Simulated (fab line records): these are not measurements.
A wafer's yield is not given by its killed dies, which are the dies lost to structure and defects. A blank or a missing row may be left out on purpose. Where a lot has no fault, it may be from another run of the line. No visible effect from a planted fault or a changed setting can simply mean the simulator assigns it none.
A lot that was struck, set against a sound lot :: flow nandHarc :: 39 steps out of a route of 1302
Sound: the wafers L113.3, L113.4, L113.6. Struck: wafer L112.6; the same lot's L112.3 was not struck, so it is left out; see the end for the cause.
Per side, at each step with rows, come the tool, then ch with its chambers, and then its first start. Under that, the readings that differ: sound wafers :: struck wafers :: difference of the means :: sigmas: that difference in standard deviations of wafers without a fault.
alike: same words and numbers on both sides, and readings whose means sit less than 2 such deviations apart. not compared: any withheld reading, any reading some wafer has no value for, any bound like >300 that may hide the same value, and any number with overlapping values for which the record gives no deviation.
A row with sigmas, a row that says differs or no value, or rows on one side alone: a step with any of these is where the two part. Numbers that don't overlap but have no deviation are shown without sigmas and don't part them. Lack of a reading on every wafer of one side parts them only where that side has two or more wafers.

first, 10 steps without rows for these wafers: NHARC_A_CHANNEL_HOLE_D2_DEP_00 (deposits aC, target thk 3100 nm); NHARC_A_CHANNEL_HOLE_D2_DEP_01 (deposits SiON, target thk 140 nm); NHARC_A_CHANNEL_HOLE_D2_DEHYDRATE_02 (time 120 s); NHARC_A_CHANNEL_HOLE_D2_HMDS_03 (time 30 s); NHARC_A_CHANNEL_HOLE_D2_COAT_36 (time 75 s); NHARC_A_CHANNEL_HOLE_D2_COAT_37 (time 65 s); NHARC_A_CHANNEL_HOLE_D2_COAT_04 (resist thk 90 nm); NHARC_A_CHANNEL_HOLE_D2_SOFTBAKE_05 (time 55 s); NHARC_A_CHANNEL_HOLE_D2_EBR_06; NHARC_A_CHANNEL_HOLE_D2_EXPOSE_07 (exposes mask HOLE D2, target cd 100 nm).
NHARC_A_CHANNEL_HOLE_D2_PEB_08: peb time 65 s.
  sound on lithoTrack-01 ch 0, day 18 03:29; struck on lithoTrack-06 ch 0, day 18 03:06
reading: heaterPowerTotalW (W)
sound: 156.8 156.0 156.3
struck: 182.9
difference: +26.5
sigmas: +65
then, 1 step without rows for these wafers: NHARC_A_CHANNEL_HOLE_D2_DEVELOP_09 (develop time 35 s).
NHARC_A_CHANNEL_HOLE_D2_CD_MEAS_10: target cd 100 nm.
  sound on cdSem-01 ch 0, day 18 03:34; struck on cdSem-01 ch 0, day 18 03:11
reading: cdNm (nm)
sound: 100.8 100.7 100.8
struck: 91.3
difference: -9.5
sigmas: -18
NHARC_A_CHANNEL_HOLE_D2_DESCUM_15: chemistry O2, time 3 s.
  sound on rieDiel-13 ch 1,3, day 18 03:46; struck on rieDiel-01 ch 1, day 18 03:22
reading: showerheadPlenumPTorr (Torr)
sound: 1.83 1.83 1.83
struck: 1.93
difference: +0.10
sigmas: +2

reading: model.A_CHANNEL_HOLE_D2.cdNm (nm)
sound: 99.85 100.3 99.68
struck: 90.89
difference: -9.05
sigmas: 
  alike: chamberPressureMTorr, drypumpMotorCurrentA, oesProductAu, rfVppV, throttleValvePct
  not compared: rfHoursCounterH
then, 4 steps without rows for these wafers: NHARC_A_CHANNEL_HOLE_D2_ETCH_38 (etches the open film in CF4, target depth 39 nm, time 65 s); NHARC_A_CHANNEL_HOLE_D2_ETCH_39 (etches the open film in N2/H2, target depth 260 nm, time 325 s); NHARC_A_CHANNEL_HOLE_D2_ETCH_34 (etches the open film in CF4/CHF3, target depth 154 nm, time 77 s); NHARC_A_CHANNEL_HOLE_D2_ETCH_16 (etches the open film in O2/COS, target depth 3100 nm, time 806 s).
NHARC_A_CHANNEL_HOLE_D2_CD_MEAS_18:
  sound: cdSem-03 at day 18 05:04; struck: cdSem-01 at day 18 04:29
reading: cdNm (nm)
sound: 99.1 97.9 98.3
struck: 89.8
difference: -8.6
sigmas: -4
then, 12 steps without rows for these wafers: NHARC_A_CHANNEL_HOLE_D2_ETCH_19 (etches the open film in C4F8/O2/Ar, time 34.5 s); NHARC_A_CHANNEL_HOLE_D2_ETCH_20 (etches the open film in C4F8/O2/Ar, time 361.9 s, target depth 1600 nm); NHARC_A_CHANNEL_HOLE_D2_ETCH_21 (etches the open film in C4F8/O2/Ar, time 514.3 s, target depth 1600 nm); NHARC_A_CHANNEL_HOLE_D2_ETCH_22 (etches the open film in C4F8/O2/Ar, time 666.7 s, target depth 1600 nm); NHARC_A_CHANNEL_HOLE_D2_ETCH_23 (etches the open film in C4F8/O2/Ar, time 819 s, target depth 1600 nm); NHARC_A_CHANNEL_HOLE_D2_ETCH_24 (etches the open film in C4F8/O2/Ar, time 906.2 s, target depth 1500 nm); NHARC_A_CHANNEL_HOLE_D2_ETCH_25 (etches the open film in C4F8/O2/Ar, time 1040.2 s, target depth 1500 nm); NHARC_A_CHANNEL_HOLE_D2_ETCH_26 (etches the open film in C4F8/O2/Ar, time 224.1 s, target depth 300 nm); NHARC_A_CHANNEL_HOLE_D2_ETCH_27 (etches the open film in C4F8/O2/Ar, time 90 s, target depth 400 nm); NHARC_A_CHANNEL_HOLE_D2_STRIP_41 (strips in N2/H2); NHARC_A_CHANNEL_HOLE_D2_STRIP_42 (strips in CF4/CHF3); NHARC_A_CHANNEL_HOLE_D2_STRIP_43 (strips in O2/COS).
NHARC_A_CHANNEL_HOLE_D2_ETCH_44: etches the open film in CF4/O2, target depth 140 nm, overetch 14 nm, time 77 s.
  sound on rieDiel-06 ch 0,1,3, day 18 09:52; struck on rieDiel-01 ch 1, day 18 09:20
reading: model.A_CHANNEL_HOLE_D2.cdNm (nm)
sound: 90.15 92.45 88.71
struck: 82.77
difference: -7.67
sigmas: 
  alike: chamberPressureMTorr, drypumpMotorCurrentA, oesProductAu, rfFwdPowerW, rfVppV, showerheadPlenumPTorr, throttleValvePct
  not compared: rfHoursCounterH
then, 3 steps without rows for these wafers: NHARC_A_CHANNEL_HOLE_D2_STRIP_28 (strips in O2); NHARC_A_CHANNEL_HOLE_D2_PRECLEAN_29 (cleans in SC1); NHARC_A_CHANNEL_HOLE_D2_SRD_30.
NHARC_A_CHANNEL_HOLE_D2_CD_MEAS_31:
  sound: cdSem-02 at day 18 10:40; struck: cdSem-03 at day 18 10:07
reading: cdNm (nm)
sound: 91.1 92.6 89.3
struck: 82.3
difference: -8.7
sigmas: -7
NHARC_A_CHANNEL_HOLE_D2_XSEM_32:
  sound on xsem-01 ch 0, day 18 10:45; struck on xsem-02 ch 0, day 18 10:13
reading: botCdNm (nm)
sound: 75.4 78.0 73.4
struck: 68.4
difference: -7.2
sigmas: -4
  alike: bowNm, tiltDeg
-- the record jumps here: 11 days lie between the struck wafers' starts before and after (it left off in module A_CHANNEL_HOLE_D2 and takes up again in module END, whose first step shown is number 1301 of the route) --
NHARC_END_WLT_00:
  sound: prober-01 at day 29 12:07; struck: prober-02 at day 29 13:40
reading: VT_DECK1_BOTTOM
sound: 0.863 0.869 0.873
struck: 0.855
difference: -0.013
sigmas: -2

reading: VT_DECK1_BOTTOM_INNER
sound: 0.873 0.873 0.871
struck: 0.856
difference: -0.016
sigmas: -2

reading: VT_DECK1_MIDDLE
sound: 0.884 0.886 0.882
struck: 0.871
difference: -0.013
sigmas: -2

reading: VT_DECK2_BOTTOM
sound: 0.874 0.887 0.880
struck: 0.857
difference: -0.023
sigmas: -3

reading: VT_DECK2_BOTTOM_INNER
sound: 0.878 0.895 0.871
struck: 0.853
difference: -0.028
sigmas: -4

reading: VT_DECK2_MEDIAN_NEAR_BOTTOM
sound: 0.876 0.887 0.877
struck: 0.852
difference: -0.028
sigmas: -3

reading: VT_DECK2_MEDIAN_NEAR_BOTTOM_INNER
sound: 0.877 0.884 0.872
struck: 0.850
difference: -0.028
sigmas: -3

reading: VT_DECK2_MIDDLE
sound: 0.888 0.901 0.886
struck: 0.870
difference: -0.022
sigmas: -3

reading: VT_DECK2_MIDDLE_INNER
sound: 0.889 0.888 0.884
struck: 0.865
difference: -0.022
sigmas: -3

reading: VT_DECK2_TOP
sound: 0.901 0.903 0.900
struck: 0.875
difference: -0.026
sigmas: -3
  alike: VT_DECK1_MEDIAN_NEAR_BOTTOM, VT_DECK1_MEDIAN_NEAR_BOTTOM_INNER, VT_DECK1_MIDDLE_INNER, VT_DECK1_TOP, VT_DECK1_TOP_INNER, VT_DECK2_TOP_INNER
NHARC_END_SORT_01:
  the record has rows for the sound wafers here (prober-01 ch 0, day 29 18:07) and none for the struck ones

WHERE THEY PART
First at NHARC_A_CHANNEL_HOLE_D2_PEB_08; last, within this record, at NHARC_END_SORT_01.

WHY: whatever the simulator had introduced
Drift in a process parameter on lithoTrack-06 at NHARC_A_CHANNEL_HOLE_D2_PEB_08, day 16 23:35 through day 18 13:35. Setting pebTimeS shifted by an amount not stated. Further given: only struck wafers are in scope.
